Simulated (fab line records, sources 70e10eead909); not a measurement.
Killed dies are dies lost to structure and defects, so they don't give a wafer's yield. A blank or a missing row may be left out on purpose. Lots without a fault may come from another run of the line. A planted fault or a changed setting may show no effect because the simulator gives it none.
One fault seen from 2 desks | flow nand_harc | each desk has only its own numbers; what lay behind them comes last

THE TOOL OWNER'S DESK: rie_diel-11
The tool's own readings at NHARC_A_CONTACT_ETCH_51 (etches the open film in O2/COS, target depth 7000 nm, time 1820 s): means of the sampled wafers that have a number, for each lot that ran on this tool. A lot is out of limits, marked OUT, if its mean lies more than 4 standard deviations from the usual mean; the brackets give that distance. Of its 8 readings 7 are shown: the one that was out of limits first, and those that lie furthest out on some lot.
Columns: A = cos_flow_sccm at NHARC_A_CONTACT_ETCH_51, usual 20.00 sccm; B = drypump_motor_current_A at NHARC_A_CONTACT_ETCH_51, usual 5.7 A; C = o2_flow_sccm at NHARC_A_CONTACT_ETCH_51, usual 400.2 sccm; D = oes_product_au at NHARC_A_CONTACT_ETCH_51, usual 1.002 a.u.; E = rf_vpp_V at NHARC_A_CONTACT_ETCH_51, usual 313.3 V; F = showerhead_plenum_p_Torr at NHARC_A_CONTACT_ETCH_51, usual 3.06 Torr; G = throttle_valve_pct at NHARC_A_CONTACT_ETCH_51, usual 28.330 %
lot  | first seen here | A     | B   | C     | D                | E     | F    | G
L193 | day 21 14:19    | 19.96 | 5.6 | 399.8 | 0.995            | 315.5 | 3.21 | 28.334
L198 | day 24 15:33    | 19.96 | 5.3 | 399.6 | 0.997            | 313.2 | 3.07 | 28.326
L202 | day 26 23:23    | 20.04 | 6.1 | 400.6 | 0.998            | 315.0 | 3.14 | 28.326
L209 | day 27 20:02    | 19.98 | 5.6 | 401.7 | 0.938 (-5.8) OUT | 314.1 | 3.18 | 28.340
L208 | day 27 21:21    | 20.04 | 5.8 | 399.7 | 0.938 (-5.8) OUT | 314.0 | 3.11 | 28.330
This desk's finding: out of limits on L208, L209; first on L209, day 27 20:02 (oes_product_au at NHARC_A_CONTACT_ETCH_51). In limits: L193, L198, L202.

THE DEFECT DESK
What the inspections along the route counted, lot by lot: means of the sampled wafers that have a number. A lot is out of limits, marked OUT, if its mean lies more than 4 standard deviations from the usual mean; the brackets give that distance.
Columns: A = raw_defect_count at NHARC_A_WL_FILL_INSPECT_15, usual 485
lot  | first seen here | A
L192 | day 21 01:38    | 597
L193 | day 21 01:41    | 305
L194 | day 22 12:49    | 363
L195 | day 22 22:07    | 479
L197 | day 23 05:14    | 473
L199 | day 24 04:31    | 439
L198 | day 24 08:07    | 345
L202 | day 26 16:08    | 526
L209 | day 27 12:58    | 519
L208 | day 27 13:06    | 452
L214 | day 30 12:05    | 457
L215 | day 30 20:26    | 439
This desk's finding: nothing out of limits on any of the 12 lots.

PUT TOGETHER
The tool owner's desk could have raised an alarm at day 27 20:02, on L208, L209.
The defect desk saw nothing out of limits.
The defect desk has L208, L209 on record, within its limits.
Of the lots named, all ran NHARC_A_CONTACT_ETCH_51 on rie_diel-11.

WHAT THE SIMULATOR HAD PUT IN
Process parameter drift: rie_diel-11, from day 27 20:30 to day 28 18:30, at NHARC_A_CONTACT_ETCH_51. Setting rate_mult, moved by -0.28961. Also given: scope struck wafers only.
Lots struck among those shown: L208, L209.
